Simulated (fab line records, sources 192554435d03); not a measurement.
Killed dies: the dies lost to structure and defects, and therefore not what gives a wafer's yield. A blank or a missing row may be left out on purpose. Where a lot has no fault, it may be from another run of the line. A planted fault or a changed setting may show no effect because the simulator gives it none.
Split-lot study	flow n5 finfet	route with 1938 steps; 7 lots, 21 wafers read

SPLIT DETAILS
At N5_BEOL_M10_EXPOSE_08 (exposes mask M10), the setting dose mj was moved away from the recipe's 53.75 on 4 of the 21 wafers read, by -6.3% to +6.2%. For the rest of the wafers, this setting stayed at what the recipe calls for.

FROM THE SPLIT TO THE READING: what the file shows between them, 15 steps
- N5_BEOL_M10_PEB_09: peb time 60 s
- N5_BEOL_M10_DEVELOP_10: develop time 30 s
- N5_BEOL_M10_CD_MEAS_11: target cd 64.1 nm
- N5_BEOL_M10_DESCUM_16: chemistry O2, time 7.9 s
- N5_BEOL_M10_ETCH_61: etches SiARC in CF4, target depth 39 nm, time 65 s
- N5_BEOL_M10_ETCH_62: etches SOC in N2/H2, target depth 110 nm, overetch 22 nm, time 165 s
- N5_BEOL_M10_STRIP_68: strips in N2/H2
- N5_BEOL_M10_STRIP_67: strips in CF4
- N5_BEOL_M10_HM_OPEN_17: chemistry Cl2/BCl3, target TiN, target depth 20 nm, overetch 6 nm
- N5_BEOL_M10_STRIP_19: strips in O2
- N5_BEOL_M10_CD_MEAS_18: pitch 140 nm, target cd 70 nm
- N5_BEOL_M10_COAT_63: time 60 s, resist thk 100 nm
- N5_BEOL_M10_COAT_64: time 60 s, resist thk 30 nm
- N5_BEOL_M10_PRECLEAN_42: cleans in residue remover, time 60 s
- N5_BEOL_M10_SRD_43: time 30 s

THE READING
cd nm at N5_BEOL_M10_CD_MEAS_35, given in nm (cd target 70 nm). Typical for fault-free wafers on this fab line: 70.0 nm, with standard deviation 0.48 nm.

wafer	tool, chamber at the split	dose mj as run	against the recipe	cd nm, nm	against lot-mates on the recipe
L074.1	arfi scanner-03, 0	53.75	recipe	69.6	-
L074.3	arfi scanner-03, 0	53.75	recipe	70.7	-
L074.4	arfi scanner-03, 0	52.13	-3.0%	68.9	-1.2
L077.1	arfi scanner-02, 0	53.75	recipe	69.7	-
L077.4	arfi scanner-02, 0	53.75	recipe	70.0	-
L077.5	arfi scanner-02, 0	53.75	recipe	69.5	-
L079.2	arfi scanner-02, 0	53.75	recipe	70.6	-
L079.3	arfi scanner-02, 0	53.75	recipe	70.3	-
L079.6	arfi scanner-02, 0	53.75	recipe	70.3	-
L076.1	arfi scanner-03, 0	53.75	recipe	70.4	-
L076.2	arfi scanner-03, 0	53.75	recipe	69.6	-
L076.5	arfi scanner-03, 0	53.75	recipe	69.9	-
L084.1	arfi scanner-03, 0	53.75	recipe	70.0	-
L084.3	arfi scanner-03, 0	53.75	recipe	69.5	-
L084.4	arfi scanner-03, 0	53.75	recipe	69.5	-
L090.1	arfi scanner-01, 0	53.75	recipe	69.7	-
L090.2	arfi scanner-01, 0	53.75	recipe	69.5	-
L090.6	arfi scanner-01, 0	57.1	+6.2%	72.8	+3.2
L091.1	arfi scanner-02, 0	53.75	recipe	68.9	-
L091.3	arfi scanner-02, 0	50.38	-6.3%	66.1	-2.8
L091.6	arfi scanner-02, 0	50.38	-6.3%	65.5	-3.4

FIT RESULTS
A straight line over all 21 wafers: cd nm changes by +0.567 nm for each +1% of dose mj; r = +0.94; the points scatter about the line by 0.52 nm.
The same after taking each lot's own level away (the mean of its wafers on the recipe; 21 wafers): +0.496 nm for each +1%; r = +0.98; scatter 0.29 nm.
On that fit, the largest move of dose mj shifts the reading by 3.1 nm.
From 68.90 to 70.40 nm: that is the span of the lots' own levels, equal to 3.1 times the standard deviation above.
In other words, the slope is changed by the lot-to-lot level; the two fits disagree.
Check: for one of the wafers moved furthest among these (-6.3%), held out of the fit, the line's prediction against its lot-mates is -3.23 nm. It came out at -2.8 nm against them.

THE WHOLE CHAIN: every reading that the file lists as answering this split, in the file's order
step	what it does	reading	change (the file's fit)	r (the file's)
N5_BEOL_M10_CD_MEAS_11	target cd 64.1 nm	cd nm	+0.523 nm for each +1% of the setting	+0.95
N5_BEOL_M10_ETCH_61	etches SiARC in CF4, target depth 39 nm, time 65 s	BEOL_M10.cd offset nm (the simulator's own value, which no gauge read)	+0.465 nm for each +1% of the setting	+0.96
N5_BEOL_M10_ETCH_62	etches SOC in N2/H2, target depth 110 nm, overetch 22 nm, time 165 s	BEOL_M10.cd offset nm (the simulator's own value, which no gauge read)	+0.464 nm for each +1% of the setting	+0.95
N5_BEOL_M10_HM_OPEN_17	chemistry Cl2/BCl3, target TiN, target depth 20 nm, overetch 6 nm	BEOL_M10.cd offset nm (the simulator's own value, which no gauge read)	+0.479 nm for each +1% of the setting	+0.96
N5_BEOL_M10_CD_MEAS_18	pitch 140 nm, target cd 70 nm	cd nm	+0.446 nm for each +1% of the setting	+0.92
N5_BEOL_M10_CD_MEAS_35	target cd 70 nm	cd nm	+0.49 nm for each +1% of the setting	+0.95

THE FILE'S OWN FIT
cd nm changes by +0.49 nm for each +1% of dose mj, r = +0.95.
